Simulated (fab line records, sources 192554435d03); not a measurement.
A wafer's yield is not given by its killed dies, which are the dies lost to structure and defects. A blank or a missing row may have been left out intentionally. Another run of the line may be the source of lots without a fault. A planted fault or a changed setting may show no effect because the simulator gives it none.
Split-lot trial + flow n5_finfet + 21 wafers read across 7 lots, on a route 1938 steps long

== THE SPLIT ==
At N5_BEOL_M1_HM_DEP_02 (deposits TiN, target thk 20 nm), the setting target_thk_a was moved away from the recipe's 200 angstrom on 7 of the 21 wafers read, by -9.7% to +11.7%. All remaining wafers had this setting at the recipe value.

== FROM THE SPLIT TO THE READING: what the file shows between them, 9 steps ==
- N5_BEOL_M1_COAT_61: time 60 s, resist thk 60 nm (also split here: spin_rpm)
- N5_BEOL_M1_COAT_62: time 60 s, resist thk 12 nm
- N5_BEOL_M1_COAT_73: time 60 s, resist thk 5 nm
- N5_BEOL_M1_ETCH_74: etches underlayer in N2/H2, target depth 6.5 nm, time 5.2 s
- N5_BEOL_M1_ETCH_63: etches SiARC in CF4, target depth 15.6 nm, time 26 s
- N5_BEOL_M1_ETCH_64: etches SOC in N2/H2, target depth 75 nm, overetch 15 nm, time 112.5 s
- N5_BEOL_M1_STRIP_65: strips in N2/H2
- N5_BEOL_M1_STRIP_75: strips in N2/H2
- N5_BEOL_M1_STRIP_66: strips in CF4

== THE READING ==
etch.depth_nm (the simulator's own value, which no gauge read), in nm, at N5_BEOL_M1_HM_OPEN_17 (chemistry Cl2/BCl3, target TiN, target depth 20 nm, overetch 6 nm). The file does not state a usual value for it. Average 20.01 nm, standard deviation 0.29 nm, over the 14 wafers here run with the recipe.

| wafer  | tool, chamber at the split | target_thk_a as run, angstrom | against the recipe | etch.depth_nm, nm | against lot-mates on the recipe |
|--------|----------------------------|-------------------------------|--------------------|-------------------|---------------------------------|
| L075.3 | pvd_sputter-03, -          | 221.2                         | +10.6%             | 22.39             | +2.21                           |
| L075.4 | pvd_sputter-03, -          | 221.2                         | +10.6%             | 22.26             | +2.08                           |
| L075.6 | pvd_sputter-03, -          | 200                           | recipe             | 20.18             | -                               |
| L076.2 | pvd_sputter-01, -          | 200                           | recipe             | 20.21             | -                               |
| L076.3 | pvd_sputter-01, -          | 200                           | recipe             | 20.34             | -                               |
| L076.5 | pvd_sputter-01, -          | 200                           | recipe             | 20.3              | -                               |
| L078.3 | pvd_sputter-01, -          | 200                           | recipe             | 20.36             | -                               |
| L078.4 | pvd_sputter-01, -          | 200                           | recipe             | 20.29             | -                               |
| L078.6 | pvd_sputter-01, -          | 200                           | recipe             | 20.29             | -                               |
| L081.1 | pvd_sputter-02, -          | 180.7                         | -9.7%              | 17.52             | -2.18                           |
| L081.2 | pvd_sputter-02, -          | 200                           | recipe             | 19.7              | -                               |
| L081.5 | pvd_sputter-02, -          | 180.7                         | -9.7%              | 17.75             | -1.95                           |
| L086.1 | pvd_sputter-02, -          | 200                           | recipe             | 19.58             | -                               |
| L086.2 | pvd_sputter-02, -          | 200                           | recipe             | 19.78             | -                               |
| L086.4 | pvd_sputter-02, -          | 200                           | recipe             | 19.65             | -                               |
| L087.1 | pvd_sputter-01, -          | 200                           | recipe             | 19.63             | -                               |
| L087.3 | pvd_sputter-01, -          | 200                           | recipe             | 19.79             | -                               |
| L087.4 | pvd_sputter-01, -          | 208.8                         | +4.4%              | 20.55             | +0.84                           |
| L096.3 | pvd_sputter-02, -          | 200                           | recipe             | 20.05             | -                               |
| L096.4 | pvd_sputter-02, -          | 223.3                         | +11.7%             | 22.17             | +2.12                           |
| L096.5 | pvd_sputter-02, -          | 223.3                         | +11.7%             | 22.36             | +2.31                           |

THE FIT
A straight line over all 21 wafers: etch.depth_nm changes by +0.216 nm for each +1% of target_thk_a; r = +0.97; the points scatter about the line by 0.29 nm.
The same after taking each lot's own level away (the mean of its wafers on the recipe; 21 wafers): +0.201 nm for each +1%; r = +1.00; scatter 0.089 nm.
That fit puts the effect of the largest move of target_thk_a on the reading at 2.3 nm.
Across the lots, their own levels run from 19.670 to 20.313 nm, a range of 2.2 times the standard deviation given above.
Consequently the slope shifts little with the lot-to-lot level, the two slopes agreeing.
Check: +2.37 nm against its lot-mates is what the line predicts for one of the wafers moved furthest among these (+11.7%) when that wafer is left out of the fit. Against them it came out at +2.12 nm.

== OTHER SPLITS ON THESE WAFERS ==
Note: prior to the reading, these wafers also went through further splits. Each is held against what the fit with the lots' levels taken away leaves over:
| other split on the same wafers | wafers away from the commonest value | r with etch.depth_nm (lot level and that fit taken away) |
|--------------------------------|--------------------------------------|----------------------------------------------------------|
| N5_BEOL_M0_ETCH_109 bias_w     | 8                                    | -0.29                                                    |
| N5_BEOL_M1_COAT_61 spin_rpm    | 7                                    | -0.18                                                    |

== THE WHOLE CHAIN: every reading that the file lists as answering this split, in the file's order ==
| step                  | what it does                                                      | reading                                                                          | change (the file's fit)               | r (the file's) |
|-----------------------|-------------------------------------------------------------------|----------------------------------------------------------------------------------|---------------------------------------|----------------|
| N5_BEOL_M1_HM_DEP_02  | deposits TiN, target thk 20 nm                                    | TiN_of_BEOL_M1_HM_DEP_02.thk_nm (the simulator's own value, which no gauge read) | +0.198 nm for each +1% of the setting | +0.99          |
| N5_BEOL_M1_HM_OPEN_17 | chemistry Cl2/BCl3, target TiN, target depth 20 nm, overetch 6 nm | etch.depth_nm (the simulator's own value, which no gauge read)                   | +0.2 nm for each +1% of the setting   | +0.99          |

== FILE'S OWN FIT ==
etch.depth_nm changes by +0.2 nm for each +1% of target_thk_a, r = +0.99.
